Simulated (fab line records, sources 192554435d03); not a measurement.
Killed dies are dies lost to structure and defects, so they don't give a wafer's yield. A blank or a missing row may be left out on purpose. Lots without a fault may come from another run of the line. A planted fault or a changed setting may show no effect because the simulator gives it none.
A struck lot beside a sound one | flow n5_finfet | 16 steps out of a route of 1938
Sound: wafers L613.1, L613.2, L613.3. Struck: wafers L606.1, L606.6. The cause comes at the end.
At each step with rows: each side's tool, then ch and its chambers, then its first start. Under that, the readings that differ: sound wafers | struck wafers | difference of the means | sigmas: that difference in standard deviations of wafers without a fault.
alike: readings whose means differ by less than 2 such deviations, and words and numbers that are the same on both sides. not compared: withheld readings, readings that some wafer has no value for, bounds like >300 that may hide the same value, and numbers for which the record gives no deviation and whose values overlap.
The two part at a step that has a row with sigmas, a row that says differs or no value, or rows on one side only. Numbers that don't overlap but have no deviation are shown without sigmas and don't part them. A reading that every wafer of one side lacks parts them only if that side has two wafers or more.

N5_HKMG_FIN_STRIP_89: strips SOC in N2/H2, time 20 s.
  sound on rie_diel-04 ch 1,2,3, day 8 04:01; struck on rie_diel-02 ch 2,3, day 6 16:30
  alike: drypump_motor_current_A, oes_product_au, rf_vpp_V, showerhead_plenum_p_Torr, throttle_valve_pct
  not compared: rf_hours_counter_h
then, 1 step without rows for these wafers: N5_HKMG_FIN_WET_ETCH_87 (etches TiN in SC1, time 154.2 s, target depth 4.7 nm, rinse time 30 s).
N5_HKMG_FIN_STRIP_88: strips in N2/H2, time 360 s.
  sound on plasma_asher-01 ch 0,1, day 8 04:16; struck on plasma_asher-02 ch 0,1, day 6 16:41
  alike: drypump_motor_current_A, heater_power_w
  not compared: rf_hours_counter_h
then, 1 step without rows for these wafers: N5_HKMG_FIN_NWFM_ALD_20 (deposits TiAlC, target thk 2 nm, pulse time 3 s, purge time 2 s).
N5_HKMG_FIN_ALD_71: deposits TiN, target thk 1 nm, pulse time 1 s, purge time 3 s.
  sound on ald_metal-01 ch 0,2,3, day 8 04:45; struck on ald_metal-02 ch 1, day 6 17:10
  alike: chamber_pressure_Torr, heater_power_w, precursor_pulse_height_rel
  not compared: ald_cycles
then, 4 steps without rows for these wafers: N5_HKMG_FIN_COAT_66 (time 60 s, resist thk 300 nm); N5_HKMG_FIN_ETCH_67 (etches SOC in N2/H2, stops on TiN, target depth 388.9 nm); N5_HKMG_FIN_STRIP_90 (strips SOC in N2/H2, time 20 s); N5_HKMG_FIN_WET_ETCH_73 (etches the open film in SC1, time 42.3 s, target depth 1.3 nm, rinse time 30 s).
N5_HKMG_FIN_ETCHBACK_68: etches the open film in Cl2/Ar, stops on HfO2, target depth 0.5 nm.
  sound on rie_metal-03 ch 0,1, day 8 05:23; struck on rie_metal-01 ch 1, day 6 17:50
  alike: bias_w, drypump_motor_current_A, oes_product_au, throttle_valve_pct
  not compared: rf_hours_counter_h
N5_HKMG_FIN_STRIP_69: strips in N2/H2, time 360 s.
  sound on plasma_asher-02 ch 0,1, day 8 05:32; struck on plasma_asher-02 ch 1, day 6 18:06
  alike: drypump_motor_current_A, heater_power_w
  not compared: rf_hours_counter_h
then, 1 step without rows for these wafers: N5_HKMG_FIN_ALD_21 (deposits TiN, target thk 1.5 nm, pulse time 1 s, purge time 3 s).
N5_HKMG_FIN_ALD_72: deposits W, target thk 2 nm, pulse time 1 s, purge time 2 s.
  sound on cvd_w-02 ch 0,1, day 8 06:16; struck on cvd_w-01 ch 0, day 6 18:51
  reading                                | sound       | struck  | difference | sigmas
  ald_cycles                             | 7 7 7       | 5 5     | -2         |
  model.W_of_HKMG_FIN_ALD_72.thk_nm (nm) | 2.2 2.2 2.2 | 1.4 1.4 | -0.8       |
  alike: chamber_pressure_Torr, heater_power_w, precursor_pulse_height_rel
then, 1 step without rows for these wafers: N5_HKMG_FIN_W_FILL_22 (material W, target thk 60 nm, time 18.2 s).
-- the record jumps here: 3 days lie between the struck wafers' starts before and after (it left off in module HKMG_FIN and takes up again in module BEOL_M4, whose first step shown is number 1111 of the route) --
N5_BEOL_M4_RC_MEAS_101:
  sound on prober-02 ch 0, day 12 04:39; struck on prober-02 ch 0, day 10 01:52
  reading       | sound          | struck    | difference | sigmas
  DIBL_N (mV/V) | 31.8 33.8 31.2 | 36.9 37.7 | +5.0       | +2
  alike: DIBL_P, IOFF_N, IOFF_P, ION_N, ION_P, SS_N, SS_P, VT_N, VT_P
-- the record jumps here: 4 days lie between the struck wafers' starts before and after (it left off in module BEOL_M4 and takes up again in module PASSIVATION, whose first step shown is number 1936 of the route) --
N5_PASSIVATION_PROBE_49:
  the record has rows for the struck wafers here (prober-01, day 14 13:38) and none for the sound ones

WHERE THEY PART
First at N5_BEOL_M4_RC_MEAS_101; last, within this record, at N5_PASSIVATION_PROBE_49.

WHY: what the simulator had put in
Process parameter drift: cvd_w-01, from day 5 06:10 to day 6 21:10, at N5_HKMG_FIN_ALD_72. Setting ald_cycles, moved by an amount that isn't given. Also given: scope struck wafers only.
